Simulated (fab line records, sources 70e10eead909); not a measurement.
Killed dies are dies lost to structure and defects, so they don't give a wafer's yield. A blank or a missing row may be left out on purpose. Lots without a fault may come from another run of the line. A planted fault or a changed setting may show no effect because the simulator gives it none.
fab line records | flow nand_harc
record lots=5 wafers=15 last_day=34
route steps=1302 shown P_GATE@144 END@1302
lots that met no fault: from a run of the same line without faults
start_h: hours from the record's first day to the start of the lot's first wafer shown | wait_h: hours since the lot's step before | " the same as in the row above | L1.1+2: a row that stands for several wafers | - no value, or no start given | * or withheld: withheld | < > ~ a bound
route shown NAME@n: a module of which the file shows steps, and the number in the route of the first | usual: mean/standard deviation of fault-free wafers | same: alike in all rows | chamber/n: place in a boat | sites: the reading at each site | _std_site: their standard deviation | _edge_site: outer sites' mean less inner sites' | radius_mm: how far each site lies from the wafer's centre | mask NAME#n: copy n | behind: the tool/chamber that last shaped the wafer | hold: why the lot was held/for how many hours/how that ended | device: the transistor (n, p or np) that didn't switch | end of line: the same wafers' tests at the end of the route | a step without rows: its recipe alone | killed: dies lost to structure and defects at the first sort, not the wafer's yield | map: a wafer's dies, x killed, . not, _ none there
set.NAME: the setting as run; set.NAME@STEP: as run at that earlier step | model.NAME: the simulator's own value behind a step, which no gauge read
lots at some steps of the route; a table a step, a row a wafer
services: from which hour (start_h, from the record's first day; less than 0 if before it) a tool's chamber was out of use, for how many hours, and why
## steps
# step NHARC_P_GATE_DESCUM_31
# recipe time_s=3 o2_flow_sccm=200 ar_flow_sccm=0 bias_power_w=0 chemistry=O2
# step NHARC_P_GATE_ETCH_104
# recipe target_depth_a=600 time_s=withheld cf4_flow_sccm=100 chf3_flow_sccm=30 ar_flow_sccm=0 rf_w=500 bias_w=200 chemistry=CF4/CHF3
# usual drypump_motor_current_A=5.9/0.32 oes_product_au=0.939/0.022 rf_vpp_V=370.8/2.7 showerhead_plenum_p_Torr=1.58/0.074 throttle_valve_pct=16.802/0.0099
# columns lot.wafer tool chamber start_h wait_h drypump_motor_current_A oes_product_au rf_vpp_V showerhead_plenum_p_Torr throttle_valve_pct
L836.4 rie_diel-04 0 118.16 0.1 5.5 0.955 371.7 1.62 16.803
L836.6 " 1 " " 5.4 0.957 374.9 1.68 16.804
L836.5 " 2 " " 5.6 0.947 371.5 1.62 16.818
L839.2 rie_diel-04 1 141.76 0.1 5.4 0.911 372.5 1.68 16.800
L839.1 " 2 " " 5.6 0.916 371.8 1.62 16.805
L839.6 " 2 " " 5.7 0.916 373.5 1.62 16.804
L845.2 rie_diel-10 1 212.49 0.1 6.1 0.927 367.8 1.48 16.801
L845.4 " 2 " " 6.0 0.932 371.9 1.64 16.819
L845.6 " 1 " " 6.1 0.921 369.2 1.48 16.810
L854.2 rie_diel-10 2 301.83 0.1 6.0 0.917 373.8 1.64 16.799
L854.5 " 1 " " 6.1 0.913 367.1 1.48 16.818
L854.6 " 2 " " 6.0 0.928 371.4 1.64 16.803
L857.3 rie_diel-04 1 334.61 0.1 5.4 0.924 373.8 1.68 16.804
L857.4 " 0 " " 5.5 0.926 372.3 1.62 16.792
L857.6 " 1 " " 5.4 0.925 373.2 1.68 16.794
# step NHARC_P_GATE_HM_OPEN_105
# recipe target_depth_a=3600 o2_flow_sccm=400 cos_flow_sccm=20 ar_flow_sccm=0 rf_w=500 bias_w=300 chemistry=O2/COS
# usual drypump_motor_current_A=5.9/0.33 oes_product_au=0.994/0.01 rf_vpp_V=467/3.2 showerhead_plenum_p_Torr=3.14/0.15 throttle_valve_pct=28.330/0.0089
# columns lot.wafer tool chamber start_h wait_h drypump_motor_current_A oes_product_au rf_hours_counter_h rf_vpp_V showerhead_plenum_p_Torr throttle_valve_pct
L836.4 rie_diel-04 1 - - 5.4 0.992 8 472 3.34 28.340
L836.6 " 0 " " 5.5 0.997 - 468 3.21 28.333
L836.5 " 1 " " 5.4 1.001 - 472 3.34 28.339
L839.1 rie_diel-04 3 - - 6.5 1.011 9 471 3.34 28.326
L839.2 " 1 " " 5.4 0.992 9 471 3.34 28.318
L839.6 " 3 " " 6.5 1.006 - 472 3.34 28.330
L845.4 rie_diel-10 2 - - 6.0 1.003 8 471 3.26 28.329
L845.2 " 1 " " 6.1 0.984 8 464 2.95 28.333
L845.6 " 3 " " 6.1 0.977 - 467 3.16 28.326
L854.2 rie_diel-10 2 - - 6.0 1.003 5 471 3.25 28.338
L854.6 " 0 " " 6.2 1.010 - 468 3.16 28.336
L854.5 " 1 " " 6.1 0.996 - 464 2.94 28.315
L857.4 rie_diel-04 3 - - 6.5 1.014 5 472 3.34 28.327
L857.3 " 2 " " 5.7 0.993 5 468 3.21 28.326
L857.6 " 3 " " 6.5 0.998 - 473 3.34 28.333
# step NHARC_P_GATE_STRIP_106
# recipe o2_flow_sccm=400 cos_flow_sccm=20 ar_flow_sccm=0 bias_w=0 chemistry=O2/COS
# step NHARC_P_GATE_ETCH_114
# recipe target_depth_a=300 overetch_a=30 time_s=16.5 ion_energy_ev=100 cf4_flow_sccm=80 o2_flow_sccm=20 ar_flow_sccm=0 rf_w=300 bias_w=100 chemistry=CF4/O2
# step NHARC_P_GATE_ETCH_32
# recipe target_depth_a=1500 over_etch_frac=1 over_etch_ion_energy_ev=40 time_s=100.1 hbr_flow_sccm=150 cl2_flow_sccm=50 rf_w=400 icp_w=400 bias_w=100 chemistry=HBr/Cl2
# usual drypump_motor_current_A=5.9/0.53 oes_product_au=0.998/0.011 throttle_valve_pct=26.407/0.0091
# columns lot.wafer tool chamber start_h wait_h drypump_motor_current_A oes_product_au rf_hours_counter_h throttle_valve_pct
L836.4 rie_si-05 2 118.55 - 6.3 1.012 1.0 26.392
L836.5 " 1 " " 6.2 1.014 - 26.410
L836.6 " 2 " " 6.3 1.009 - 26.398
L839.2 rie_si-03 0 142.13 - 5.2 1.010 0.8 26.421
L839.1 " 3 " " 5.2 0.988 0.6 26.418
L839.6 " 1 " " 6.0 0.983 - 26.407
L845.4 rie_si-06 1 212.87 - 4.9 1.008 0.6 26.431
L845.2 " 0 " " 5.4 0.993 0.6 26.412
L845.6 " 1 " " 4.8 0.999 - 26.418
L854.2 rie_si-05 2 302.22 - 6.3 1.015 1.1 26.403
L854.5 " 1 " " 6.2 0.994 - 26.414
L854.6 " 2 " " 6.3 1.022 - 26.399
L857.4 rie_si-06 0 334.99 - 5.3 0.999 0.3 26.400
L857.3 " 1 " " 4.8 0.980 0.3 26.409
L857.6 " 1 " " 4.8 0.977 - 26.400
# step NHARC_P_GATE_STRIP_108
# recipe o2_flow_sccm=500 ar_flow_sccm=0 bias_w=0 chemistry=O2
# usual drypump_motor_current_A=5.9/0.34 oes_product_au=0.996/0.0095 rf_vpp_V=58.0/0.92 showerhead_plenum_p_Torr=3.56/0.16 throttle_valve_pct=17.036/0.0092
# columns lot.wafer tool chamber start_h wait_h drypump_motor_current_A oes_product_au rf_hours_counter_h rf_vpp_V showerhead_plenum_p_Torr throttle_valve_pct
L836.4 rie_diel-10 3 118.72 - 6.1 1.004 1.2 58.2 3.58 17.032
L836.6 " 1 " " 6.1 0.995 - 55.5 3.34 17.030
L836.5 " 2 " " 6.0 1.010 - 58.8 3.68 17.034
L839.2 rie_diel-04 0 142.32 - 5.5 0.990 9.2 59.7 3.63 17.023
L839.1 " 1 " " 5.4 0.986 8.9 58.9 3.77 17.050
L839.6 " 0 " " 5.5 0.992 - 57.7 3.63 17.027
L845.4 rie_diel-12 3 213.04 - 5.8 0.993 6.0 57.9 3.30 17.060
L845.2 " 1 " " 6.2 0.992 8.2 57.2 3.36 17.050
L845.6 " 3 " " 5.8 0.997 - 58.5 3.30 17.031
L854.2 rie_diel-04 1 302.38 - 5.4 1.012 4.8 59.3 3.77 17.032
L854.5 " 0 " " 5.5 0.999 - 57.6 3.62 17.046
L854.6 " 1 " " 5.4 1.011 - 57.7 3.77 17.030
L857.3 rie_diel-04 3 335.18 - 6.5 1.009 5.3 59.3 3.77 17.035
L857.4 " 1 " " 5.4 1.007 6.8 58.2 3.77 17.041
L857.6 " 2 " " 5.7 0.994 - 57.2 3.63 17.038
# step NHARC_P_GATE_CD_MEAS_33
# usual cd_nm=121.2/3
# columns lot.wafer tool chamber start_h wait_h cd_nm
L836.4 cd_sem-02 - 118.87 - 119.0
L836.5 " - " " 114.6
L836.6 " - " " 122.4
L839.1 cd_sem-02 - 142.50 - 122.4
L839.2 " - " " 122.1
L839.6 " - " " 125.5
L845.2 cd_sem-03 - 213.20 - 120.4
L845.4 " - " " 121.3
L845.6 " - " " 120.6
L854.2 cd_sem-01 - 302.54 - 126.1
L854.5 " - " " 121.0
L854.6 " - " " 121.9
L857.3 cd_sem-02 - 335.34 - 122.7
L857.4 " - " " 119.9
L857.6 " - " " 117.6
# step NHARC_P_GATE_STRIP_35
# recipe time_s=600 temp_c=130 chemistry=SPM
# step NHARC_P_GATE_PRECLEAN_73
# recipe time_s=* temp_c=50 bath_age_min=0 chemistry=SC1
# step NHARC_P_GATE_SRD_74
# step NHARC_P_GATE_ALD_36
# recipe target_thk_a=200 pulse_time_s=60 ald_cycles=223 temp_c=400 material=SiNx
# step NHARC_P_GATE_ETCHBACK_37
# recipe target_depth_a=345 time_s=17.2 chf3_flow_sccm=50 o2_flow_sccm=10 ar_flow_sccm=200 rf_w=500 bias_w=200 chemistry=CHF3/O2
# usual drypump_motor_current_A=5.96/0.3 oes_product_au=0.94/0.033 rf_vpp_V=370.8/2.8 run_length_s=38.6/0.51 showerhead_plenum_p_Torr=2.41/0.11 throttle_valve_pct=20.572/0.0096
# columns lot.wafer tool chamber start_h wait_h drypump_motor_current_A oes_product_au rf_hours_counter_h rf_vpp_V run_length_s showerhead_plenum_p_Torr throttle_valve_pct
L836.4 rie_diel-10 2 128.79 - 6.00 0.93 1 373.5 38.5 2.51 20.579
L836.5 " 3 " " 6.13 0.92 - 371.5 38.8 2.44 20.574
L836.6 " 0 " " 6.20 0.93 - 372.4 38.8 2.43 20.571
L839.1 rie_diel-04 3 152.50 - 6.50 0.93 9 374.5 38.1 2.57 20.584
L839.2 " 0 " " 5.45 0.91 9 372.0 37.8 2.47 20.576
L839.6 " 2 " " 5.66 0.92 - 373.8 39.2 2.47 20.554
L845.4 rie_diel-10 3 223.20 - 6.10 0.92 9 371.6 49.6 2.43 20.586
L845.2 " 0 " " 6.19 0.93 9 371.5 38.4 2.43 20.576
L845.6 " 1 " " 6.10 0.91 - 366.1 39.3 2.26 20.576
L854.2 rie_diel-12 3 312.54 - 5.74 0.92 2 366.8 38.2 2.24 20.578
L854.6 " 0 " " 5.97 0.93 - 368.1 38.0 2.27 20.583
L854.5 " 1 " " 6.21 0.91 - 368.6 38.3 2.28 20.559
L857.3 rie_diel-04 2 345.28 - 5.67 0.91 5 373.0 39.3 2.47 20.588
L857.4 " 0 " " 5.46 0.93 7 372.6 37.6 2.47 20.574
L857.6 " 3 " " 6.48 0.92 - 374.1 38.4 2.57 20.552
# step NHARC_P_GATE_STRIP_101
# recipe time_s=20 o2_flow_sccm=500 ar_flow_sccm=0 bias_w=0 chemistry=O2
# usual drypump_motor_current_A=5.9/0.3 oes_product_au=0.996/0.01 rf_vpp_V=57.9/0.95 showerhead_plenum_p_Torr=3.54/0.16 throttle_valve_pct=17.037/0.0089
# columns lot.wafer tool chamber start_h wait_h drypump_motor_current_A oes_product_au rf_hours_counter_h rf_vpp_V showerhead_plenum_p_Torr throttle_valve_pct
L836.4 rie_diel-10 2 128.86 0.1 6.0 1.001 1 58.4 3.68 17.058
L836.5 " 1 " " 6.1 0.983 - 57.6 3.34 17.042
L836.6 " 2 " " 6.0 1.005 - 58.5 3.68 17.028
L839.1 rie_diel-04 1 152.58 0.1 5.4 0.981 9 58.7 3.77 17.044
L839.2 " 0 " " 5.5 0.980 9 57.8 3.63 17.042
L839.6 " 2 " " 5.7 0.992 - 58.1 3.63 17.037
L845.2 rie_diel-10 0 223.27 0.1 6.2 0.984 9 58.1 3.57 17.044
L845.4 " 1 " " 6.1 0.984 8 57.5 3.33 17.032
L845.6 " 0 " " 6.2 0.998 - 58.0 3.57 17.030
L854.2 rie_diel-12 1 312.61 0.1 6.2 0.988 2 57.2 3.35 17.053
L854.6 " 2 " " 5.6 0.990 - 58.5 3.55 17.029
L854.5 " 3 " " 5.8 1.006 - 57.2 3.30 17.049
L857.4 rie_diel-04 0 345.38 0.1 5.5 0.984 7 58.3 3.62 17.030
L857.3 " 2 " " 5.7 0.982 5 58.2 3.63 17.021
L857.6 " 1 " " 5.4 0.997 - 58.4 3.77 17.032
# step NHARC_END_SORT_01
# recipe temp_c=25
# usual killed_at_array=55/17 killed_at_other=1.1/1.6 killed_at_periphery=3.8/2.5 killed_dies=60/18 killed_open=3.3/1.9 killed_short=2.5/1.7
# same gross_dies=677
# columns lot.wafer tool chamber start_h wait_h killed_at_array killed_at_other killed_at_periphery killed_dies killed_open killed_short
L845.4 prober-02 0 669.91 3.4 70 1 606 677 1 2
L854.2 prober-02 0 765.76 2.8 43 2 1 46 1 6
L854.5 prober-02 0 768.15 3.7 26 0 5 31 5 2
L854.6 prober-02 0 768.95 4.0 33 0 6 39 1 3
# killed by level:class
L845.4 P_GATE:area_etchback=606 A_CHANNEL_HOLE_D1:chamber_film_flake=34 A_SLIT:chamber_film_flake=31 A_DECK1_JOINT:geometric_particle:short=1 A_M0:geometric_particle:open=1 A_M1:geometric_particle:short=1 A_DECK1_JOINT:chamber_film_flake=1 A_WL_FILL:chamber_film_flake=1
L854.2 A_CHANNEL_HOLE_D1:chamber_film_flake=20 A_SLIT:chamber_film_flake=7 A_CONTACT:chamber_film_flake=3 A_M0:chamber_film_flake=3 THIN_TSV:chamber_film_flake=2 A_ONON_D1:geometric_particle:short=1 A_CHANNEL_FILL_D1:geometric_particle:short=1 A_ONON_D2:geometric_particle:short=1
L854.5 A_CHANNEL_HOLE_D1:chamber_film_flake=12 P_CONTACT:chamber_film_flake=4 A_SLIT:chamber_film_flake=4 A_CONTACT:chamber_film_flake=3 A_ONON_D2:geometric_particle:open=2 P_M2:geometric_particle:open=1 A_ONON_D2:geometric_particle:short=1 A_CHANNEL_HOLE_D2:geometric_particle:short=1
L854.6 A_CHANNEL_HOLE_D1:chamber_film_flake=11 A_SLIT:chamber_film_flake=9 P_CONTACT:chamber_film_flake=5 A_CONTACT:chamber_film_flake=5 A_WL_FILL:geometric_particle:short=3 A_M0:chamber_film_flake=3 A_M0:geometric_particle:open=1 P_GATE:chamber_film_flake=1
# map L845.4 (x killed, . not)
____________x____________
_________xxxxxxx_________
_______xxxxxxxxxxx_______
______xxxxxxxxxxxxx______
_____xxxxxxxxxxxxxxx_____
____xxxxxxxxxxxxxxxxx____
____xxxxxxxxxxxxxxxxx____
___xxxxxxxxxxxxxxxxxxx___
___xxxxxxxxxxxxxxxxxxx___
__xxxxxxxxxxxxxxxxxxxxx__
__xxxxxxxxxxxxxxxxxxxxx__
_xxxxxxxxxxxxxxxxxxxxxxx_
_xxxxxxxxxxxxxxxxxxxxxxx_
_xxxxxxxxxxxxxxxxxxxxxxx_
_xxxxxxxxxxxxxxxxxxxxxxx_
_xxxxxxxxxxxxxxxxxxxxxxx_
xxxxxxxxxxxxxxxxxxxxxxxxx
xxxxxxxxxxxxxxxxxxxxxxxxx
xxxxxxxxxxxxxxxxxxxxxxxxx
xxxxxxxxxxxxxxxxxxxxxxxxx
xxxxxxxxxxxxxxxxxxxxxxxxx
_xxxxxxxxxxxxxxxxxxxxxxx_
_xxxxxxxxxxxxxxxxxxxxxxx_
_xxxxxxxxxxxxxxxxxxxxxxx_
_xxxxxxxxxxxxxxxxxxxxxxx_
_xxxxxxxxxxxxxxxxxxxxxxx_
__xxxxxxxxxxxxxxxxxxxxx__
__xxxxxxxxxxxxxxxxxxxxx__
___xxxxxxxxxxxxxxxxxxx___
___xxxxxxxxxxxxxxxxxxx___
____xxxxxxxxxxxxxxxxx____
____xxxxxxxxxxxxxxxxx____
_____xxxxxxxxxxxxxxx_____
______xxxxxxxxxxxxx______
_______xxxxxxxxxxx_______
_________xxxxxxx_________
____________x____________
# map L836.6 (x killed, . not)
____________.____________
_________......._________
_______...x..x...._______
______.......x....x______
_____...........x..._____
____...x.....x.......____
____.................____
___...................___
___...................___
__........x.....x......__
__.....................__
_.....................x._
_......................._
_...............x......x_
_......................._
_......................._
..........x..............
.........................
..................x......
x........................
x.x.x.x......x...........
_xx............x.x...x.._
_xxxx.......x...xxx....._
_xxxx.............x.x..._
_xx............x.xxx..x._
_xxxx...........xxxx...._
__xx..........x.xxx..x.__
__x.x...........xx.xx..__
___x........x...x.xx..___
___...................___
____............x....____
____.....x........x..____
_____..............._____
______.............______
_______..........._______
_________......._________
____________.____________
## services
# columns tool chamber start_h hours kind
rie_diel-04 0 108.04 - clean
rie_diel-04 1 108.04 - clean
rie_diel-04 2 108.04 - clean
rie_diel-04 3 108.04 - clean
rie_diel-04 - 115.13 0.1 repair
rie_si-05 - 128.00 9.0 pm
rie_diel-04 0 132.54 - clean
rie_diel-12 3 135.05 6.8 repair
rie_si-03 2 139.24 7.5 repair
rie_si-05 - 142.86 0.6 repair
rie_si-05 3 159.68 1.1 repair
rie_diel-12 3 174.38 8.2 repair
rie_diel-04 - 177.90 9.0 pm
rie_si-03 - 221.00 9.0 pm
rie_diel-10 - 242.50 9.0 pm
rie_si-06 0 246.76 4.8 repair
rie_diel-12 - 268.40 9.0 pm
rie_si-06 - 270.24 9.0 pm
rie_si-05 - 305.00 9.0 pm
rie_si-06 2 315.34 14.3 repair
rie_diel-04 - 317.41 0.2 repair
rie_si-03 0 336.42 13.3 repair
rie_diel-12 1 339.26 4.1 repair
rie_diel-10 1 344.52 9.5 repair
## key
first_sign step=NHARC_P_GATE_ETCHBACK_37 reading=run_length_s direction=up sigmas=22 usual=* struck=*
effect step=NHARC_END_SORT_01 reading=killed_at_periphery direction=up sigmas=99+ usual=3.8 struck=606
more_kills_born_at NHARC_P_GATE_ETCHBACK_37@rie_diel-10=606
met_at NHARC_P_GATE_ETCHBACK_37
struck_wafers L845.4
later_rows_left_out L845.4
tester_left_out L845
onset_between 128.79 223.20
fault kind=process_parameter_drift tool=rie_diel-10 chamber=3 onset_h=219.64 steps=NHARC_P_GATE_ETCHBACK_37 channel=time_s offset=* shape=step end_h=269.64 acts_in=* stated=*
# tester_left_out: of these lots the tester's yield and bins aren't shown, on N5 and GAA mostly nor the transistor test; their killed dies are dies lost to structure and defects alone, not to doping, threshold or leakage, so they don't give the yield
# later_rows_left_out: the simulator's readings of these wafers behind a module that went badly wrong aren't trusted and aren't shown, but for the sort
